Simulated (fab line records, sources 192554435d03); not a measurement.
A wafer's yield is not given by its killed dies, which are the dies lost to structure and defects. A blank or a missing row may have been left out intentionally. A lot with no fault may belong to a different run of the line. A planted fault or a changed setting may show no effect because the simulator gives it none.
fab line records -- flow n5-finfet
[record] lots = 6, wafers = 17, last-day = 19
route steps=1938 shown MIM_TOP_LITHO@1839 MIM_TOP_ETCH@1851
lots untouched by any fault: they come from a run of this same line in which no faults occurred
start-h: hours from the record's opening day to when the first of the lot's shown wafers began -- wait-h: hours elapsed since this lot's preceding step -- " the same as in the row above -- L1.1+2: several wafers, shown together as one row -- - no value, or no start given -- * or withheld: withheld -- < > ~ a bound
route shown NAME@n: a module of which the file shows steps, and the number in the route of the first -- usual: mean/standard deviation taken from wafers without a fault -- same: alike in all rows -- chamber/n: place in a boat -- sites: readings site by site -- _std_site: the standard deviation of these -- _edge_site: mean of outer sites minus mean of inner sites -- radius-mm: for every site, how far away it sits from the centre of the wafer -- mask NAME#n: copy n -- behind: tool/chamber where the wafer was last shaped -- hold: why the lot went on hold/how many hours it stayed there/how the hold came to an end -- device: the n, p or np transistor that did not switch -- end of line: the same wafers' tests at the end of the route -- a step given without rows: its recipe and nothing more -- killed: the dies lost at the first sort to structure and to defects; this is not the yield of the wafer -- map: per-die view of a wafer (x killed, . not killed, _ where there is no die)
set.NAME: the run value of the setting; set.NAME@STEP: its run value at that earlier step -- model.NAME: the simulator's own value behind a step, which no gauge read
lots at some steps of the route; a table a step, a row a wafer
services: a tool's chamber out of use, with start hour (start-h, from the record's first day; less than 0 if before it), hours out, and reason
[[steps]]
[step N5_MIM_TOP_LITHO_HMDS_01]
[recipe] time-s = 60, temp-c = 120
[step N5_MIM_TOP_LITHO_COAT_02]
[recipe] spin-rpm = *, resist-thk-nm = *
[step N5_MIM_TOP_LITHO_EBR_04]
[recipe] solvent = PGMEA, ebr-width-mm = 1.5
[step N5_MIM_TOP_LITHO_SOFTBAKE_03]
[recipe] temp-c = 100, time-s = 90
[step N5_MIM_TOP_LITHO_EXPOSE_05]
[recipe] mask-id = MIM_TOP, na = 0.55, source-shape = conventional, sigma-outer = 0.8, polarization = unpolarized, target-cd-nm = 2000, dose-mj = 20.5
[step N5_MIM_TOP_LITHO_PEB_06]
[recipe] peb-temp-c = withheld, peb-time-s = *
[step N5_MIM_TOP_LITHO_DEVELOP_07]
[recipe] develop-time-s = 60, rinse-liquid = diw, dry = air-spin, dev-temp-c = 21
[step N5_MIM_TOP_LITHO_HARDBAKE_09]
[recipe] temp-c = 130, time-s = 120
[step N5_MIM_TOP_LITHO_CD_MEAS_08]
[recipe] target-cd-nm = 2000, landing-energy-ev = 500, detector = se-inlens
[usual] cd-nm = 2000.1/1.4
[same] landing-energy-ev = 500
lot.wafer,tool,chamber,start-h,wait-h,cd-nm
L804.1,cd-sem-02,0,261.69,-,2000.2
L804.3,cd-sem-02,0,261.69,-,1998.4
L804.6,cd-sem-02,0,261.69,-,1998.9
L810.2,cd-sem-01,0,322.41,-,1998.8
L810.5,cd-sem-01,0,322.41,-,1998.3
L810.6,cd-sem-01,0,322.41,-,2000.3
L816.2,cd-sem-02,0,358.88,-,1998.0
L816.4,cd-sem-02,0,358.88,-,1997.7
L816.6,cd-sem-02,0,358.88,-,1998.8
L818.3,cd-sem-02,0,360.02,-,1999.1
L818.5,cd-sem-02,0,360.02,-,2000.7
L818.6,cd-sem-02,0,360.02,-,2000.7
L820.3,cd-sem-01,0,379.05,-,1998.5
L820.5,cd-sem-01,0,379.05,-,1998.1
L825.1,cd-sem-02,0,430.92,-,1998.7
L825.3,cd-sem-02,0,430.92,-,1998.7
L825.4,cd-sem-02,0,430.92,-,1998.7
[step N5_MIM_TOP_LITHO_OVL_MEAS_11]
[recipe] points-per-wafer = 44
[usual] MIM_TOP_OVL = 5/6.2
lot.wafer,tool,chamber,start-h,wait-h,MIM_TOP_OVL[nm]
L804.1,overlay-01,0,261.72,0.0,15
L804.3,overlay-01,0,261.72,0.0,18
L804.6,overlay-01,0,261.72,0.0,23
L810.2,overlay-02,0,322.44,0.0,0
L810.5,overlay-02,0,322.44,0.0,6
L810.6,overlay-02,0,322.44,0.0,8
L816.2,overlay-02,0,358.91,0.0,-4
L816.4,overlay-02,0,358.91,0.0,0
L816.6,overlay-02,0,358.91,0.0,0
L818.3,overlay-02,0,360.05,0.0,-3
L818.5,overlay-02,0,360.05,0.0,4
L818.6,overlay-02,0,360.05,0.0,10
L820.3,overlay-02,0,379.08,0.0,6
L820.5,overlay-02,0,379.08,0.0,10
L825.1,overlay-01,0,430.95,0.0,-2
L825.3,overlay-01,0,430.95,0.0,2
L825.4,overlay-01,0,430.95,0.0,-2
[step N5_MIM_TOP_LITHO_INSPECT_12]
[recipe] mode = adi, inspect-instrument = macro
[usual] raw-defect-count = 1.9/1.4
lot.wafer,tool,chamber,start-h,wait-h,raw-defect-count
L804.1,defect-inspect-01,-,261.74,0.0,3
L804.3,defect-inspect-01,-,261.74,0.0,1
L804.6,defect-inspect-01,-,261.74,0.0,2
L810.2,defect-inspect-02,-,322.47,0.0,1
L810.5,defect-inspect-02,-,322.47,0.0,1
L810.6,defect-inspect-02,-,322.47,0.0,1
L816.2,defect-inspect-01,-,358.94,0.0,4
L816.4,defect-inspect-01,-,358.94,0.0,4
L816.6,defect-inspect-01,-,358.94,0.0,0
L818.3,defect-inspect-01,-,360.07,0.0,1
L818.5,defect-inspect-01,-,360.07,0.0,2
L818.6,defect-inspect-01,-,360.07,0.0,2
L820.3,defect-inspect-01,-,379.10,0.0,2
L820.5,defect-inspect-01,-,379.10,0.0,6
L825.1,defect-inspect-02,-,430.97,0.0,1
L825.3,defect-inspect-02,-,430.97,0.0,2
L825.4,defect-inspect-02,-,430.97,0.0,2
[step N5_MIM_TOP_LITHO_DESCUM_10]
[recipe] chemistry = O2, time-s = 7.9, source-power-w = 50, bias-power-w = 20, pressure-mtorr = 20, rf-frequency-hz = 2.712e+07, temp-c = 40, o2-flow-sccm = 225
[usual] drypump-motor-current-A = 5.7/0.35, oes-product-au = 0.80/0.078, rf-fwd-power-W = 49.64/0.17, rf-vpp-V = 243.0/1.4, showerhead-plenum-p-Torr = 2.09/0.076, throttle-valve-pct = 20.32/0.13
lot.wafer,tool,chamber,start-h,wait-h,drypump-motor-current-A,oes-product-au,rf-fwd-power-W,rf-hours-counter-h,rf-vpp-V,showerhead-plenum-p-Torr,throttle-valve-pct
L804.1,rie-diel-01,0,261.84,0.1,5.2,0.91,49.77,31,242.4,2.04,20.29
L804.3,rie-diel-01,1,261.84,0.1,5.5,0.97,49.63,1,242.7,2.07,20.62
L804.6,rie-diel-01,3,261.84,0.1,6.4,0.89,49.82,-,240.6,2.04,20.26
L810.2,rie-diel-01,1,322.68,0.2,5.5,0.91,49.86,20,242.5,2.06,20.67
L810.5,rie-diel-01,0,322.68,0.2,5.2,0.86,49.44,-,242.1,2.03,20.32
L810.6,rie-diel-01,3,322.68,0.2,6.4,0.86,49.64,-,241.7,2.04,20.27
L816.2,rie-diel-06,1,358.97,0.0,5.6,0.69,49.83,233,243.3,2.06,20.38
L816.4,rie-diel-06,2,358.97,0.0,5.7,0.82,50.01,79,241.9,2.02,20.26
L816.6,rie-diel-06,0,358.97,0.0,5.3,0.76,49.57,-,245.8,2.20,20.45
L818.3,rie-diel-02,0,360.11,0.0,5.8,0.68,49.54,231,243.7,2.16,20.33
L818.5,rie-diel-02,2,360.11,0.0,5.7,0.79,49.40,-,242.2,2.02,20.23
L818.6,rie-diel-02,3,360.11,0.0,5.2,0.68,49.77,-,244.7,2.15,20.36
L820.3,rie-diel-02,0,379.13,0.0,5.9,0.66,49.53,239,243.5,2.16,20.34
L820.5,rie-diel-02,2,379.13,0.0,5.7,0.80,49.72,-,242.2,2.02,20.25
L825.1,rie-diel-01,1,431.51,0.5,5.5,0.84,49.51,61,241.3,2.05,20.73
L825.3,rie-diel-01,3,431.51,0.5,6.4,0.81,49.69,102,242.2,2.02,20.32
L825.4,rie-diel-01,0,431.51,0.5,5.1,0.83,49.52,82,242.4,2.02,20.37
[step N5_MIM_TOP_ETCH_ETCH_00]
[recipe] chemistry = Cl2/BCl3, target = TiN, target-depth-a = 385, ion-energy-ev = 150, pressure-mtorr = 10, icp-w = 1000, bias-w = 126, Cl2_flow_sccm = 53.25, bcl3-flow-sccm = 21.75, Ar_flow_sccm = 25
[usual] bias-w = 126.0/0.4, drypump-motor-current-A = 5.8/0.38, mfc-cl2-sccm = 53.24/0.16, oes_ar_750_au = 0.78/0.075, oes-product-au = 0.78/0.077, rf-fwd-power-W = 994.8/2.6, throttle-valve-pct = 22.7/0.31
lot.wafer,tool,chamber,start-h,wait-h,bias-w,drypump-motor-current-A,mfc-cl2-sccm,oes_ar_750_au,oes-product-au,rf-fwd-power-W,rf-hours-counter-h,throttle-valve-pct,model.etch.depth-nm,model.MIM_TOP_ETCH.feature-depth-nm,model.coat_of_MIM_TOP_LITHO_COAT_02.thk-nm
L804.1,rie-metal-03,1,261.93,0.1,126.0,5.4,53.50,0.89,0.90,990.4,10,22.3,38.73,38.8,*
L804.3,rie-metal-03,1,261.93,0.1,126.3,5.4,53.09,0.90,0.90,995.1,-,22.3,38.68,38.6,*
L804.6,rie-metal-03,0,261.93,0.1,126.1,6.3,53.35,0.75,0.76,994.3,-,22.9,39.51,39.6,*
L810.2,rie-metal-03,1,322.77,0.1,125.4,5.4,53.50,0.86,0.88,994.0,16,22.3,38.95,39,*
L810.5,rie-metal-03,1,322.77,0.1,125.5,5.4,53.39,0.86,0.88,994.8,-,22.3,38.94,39,*
L810.6,rie-metal-03,0,322.77,0.1,125.5,6.3,53.25,0.73,0.75,993.7,-,22.9,39.59,39.6,*
L816.2,rie-metal-01,0,359.06,0.1,125.9,6.0,53.32,0.68,0.67,994.5,83,22.6,38.05,38,*
L816.4,rie-metal-01,1,359.06,0.1,126.1,5.5,53.10,0.74,0.73,999.7,-,23.2,38.91,39,*
L816.6,rie-metal-01,1,359.06,0.1,126.4,5.4,53.24,0.75,0.75,993.1,-,23.2,39.55,39.6,*
L818.3,rie-metal-03,0,360.23,0.1,125.9,6.3,53.20,0.73,1.04,998.2,-,22.9,64.23,64.2,*
L818.5,rie-metal-03,1,360.23,0.1,126.0,5.4,53.37,0.85,1.21,993.6,-,22.3,64.07,64,*
L818.6,rie-metal-03,0,360.23,0.1,126.3,6.3,53.31,0.73,0.73,995.6,-,22.9,39.05,39,*
L820.3,rie-metal-03,1,379.26,0.1,125.8,5.4,53.21,0.85,1.21,998.5,-,22.3,64.04,64,*
L820.5,rie-metal-03,1,379.26,0.1,125.8,5.4,53.39,0.85,1.18,990.8,-,22.3,62.91,63,*
L825.1,rie-metal-02,1,431.60,0.1,126.0,5.9,53.22,0.69,0.69,992.3,88,23.0,39.17,39.2,*
L825.3,rie-metal-02,0,431.60,0.1,126.7,5.3,53.04,0.86,0.86,993.8,-,22.6,38.27,38.2,*
L825.4,rie-metal-02,1,431.60,0.1,125.4,5.9,53.34,0.69,0.69,990.7,-,23.0,39.13,39.2,*
[step N5_MIM_TOP_ETCH_STRIP_01]
[recipe] chemistry = O2, power-w = 600, temp-c = 60, pressure-mtorr = 30, rf-frequency-hz = 6e+07, bias-power-w = 0, overash-fraction = 0.5, o2-flow-sccm = 225
[usual] drypump-motor-current-A = 5.9/0.41, oes-product-au = 0.75/0.078, rf-vpp-V = 3.7/1.3, showerhead-plenum-p-Torr = 2.10/0.056, throttle-valve-pct = 16.73/0.16
lot.wafer,tool,chamber,start-h,wait-h,drypump-motor-current-A,oes-product-au,rf-hours-counter-h,rf-vpp-V,showerhead-plenum-p-Torr,throttle-valve-pct
L804.1,rie-diel-03,3,262.07,0.1,5.6,0.67,233,5.6,2.07,16.86
L804.3,rie-diel-03,2,262.07,0.1,5.4,0.74,203,5.5,2.08,16.61
L804.6,rie-diel-03,3,262.07,0.1,5.6,0.68,-,2.7,2.07,16.86
L810.2,rie-diel-04,3,322.91,0.1,6.5,0.69,210,3.3,2.08,16.77
L810.5,rie-diel-04,2,322.91,0.1,6.5,0.69,-,5.6,2.07,16.75
L810.6,rie-diel-04,3,322.91,0.1,6.5,0.68,-,4.3,2.08,16.73
L816.2,rie-diel-04,1,359.21,0.1,6.2,0.72,200,3.0,2.08,16.96
L816.4,rie-diel-04,3,359.21,0.1,6.5,0.66,-,3.2,2.08,16.77
L816.6,rie-diel-04,1,359.21,0.1,6.3,0.71,-,4.3,2.08,17.01
L818.3,rie-diel-05,1,360.33,0.1,5.9,0.70,222,6.1,2.16,16.87
L818.5,rie-diel-05,0,360.33,0.1,5.2,0.77,-,5.7,2.09,16.95
L818.6,rie-diel-05,1,360.33,0.1,5.8,0.70,-,3.5,2.16,16.88
L820.3,rie-diel-03,2,379.36,0.1,5.5,0.70,243,2.7,2.07,16.70
L820.5,rie-diel-03,3,379.36,0.1,5.6,0.94,-,3.4,2.06,16.46
L825.1,rie-diel-05,2,431.74,0.1,5.7,0.95,14,3.1,2.14,16.58
L825.3,rie-diel-05,1,431.74,0.1,5.8,0.68,243,3.7,2.15,16.91
L825.4,rie-diel-05,3,431.74,0.1,5.7,0.76,128,3.3,2.19,16.76
[[services]]
tool,chamber,start-h,hours,kind
rie-diel-01,1,240.61,-,clean
rie-diel-01,1,240.61,-,consumable-replace:focus-ring
rie-diel-01,1,240.61,16.8,scheduled-down
rie-diel-01,1,240.61,16.8,vent-cycle
rie-diel-03,-,252.66,2.8,pm
rie-diel-04,3,264.39,11.2,repair
rie-metal-03,-,265.67,0.1,repair
rie-diel-02,2,281.00,6.7,repair
rie-diel-04,0,290.08,9.8,repair
rie-metal-02,-,291.07,2.8,pm
rie-diel-01,2,307.95,1.8,repair
rie-diel-03,3,308.45,5.8,repair
rie-diel-05,2,328.85,3.0,repair
rie-diel-05,1,340.18,4.2,repair
rie-metal-01,0,342.08,12.0,repair
rie-diel-04,2,349.86,-,clean
rie-diel-04,2,349.86,-,consumable-replace:focus-ring
rie-diel-03,0,355.67,52.1,repair
rie-diel-06,0,360.39,6.0,repair
rie-diel-01,1,371.83,1.8,repair
rie-metal-02,1,399.27,14.8,repair
rie-diel-01,0,411.27,16.4,repair
rie-metal-03,-,420.48,2.8,pm
rie-diel-06,2,430.04,6.1,repair
[[key]]
[first-sign] step = N5_MIM_TOP_ETCH_ETCH_00, reading = oes-product-au, direction = up, sigmas = 4.9, usual = 0.78, struck = 1.16
effect none on later readings
[model-effect] step = N5_MIM_TOP_ETCH_ETCH_00, value = etch.depth-nm, without = 38.65, struck = 63.81
met-at N5_MIM_TOP_ETCH_ETCH_00
struck-wafers L818.3,L818.5,L820.3,L820.5
onset-between 322.77 360.23
[fault] kind = process-parameter-drift, tool = rie-metal-03, chamber = -, onset-h = 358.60, steps = N5_MIM_TOP_ETCH_ETCH_00, channel = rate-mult, offset = 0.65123, shape = step, end-h = 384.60, scope = struck-wafers-only
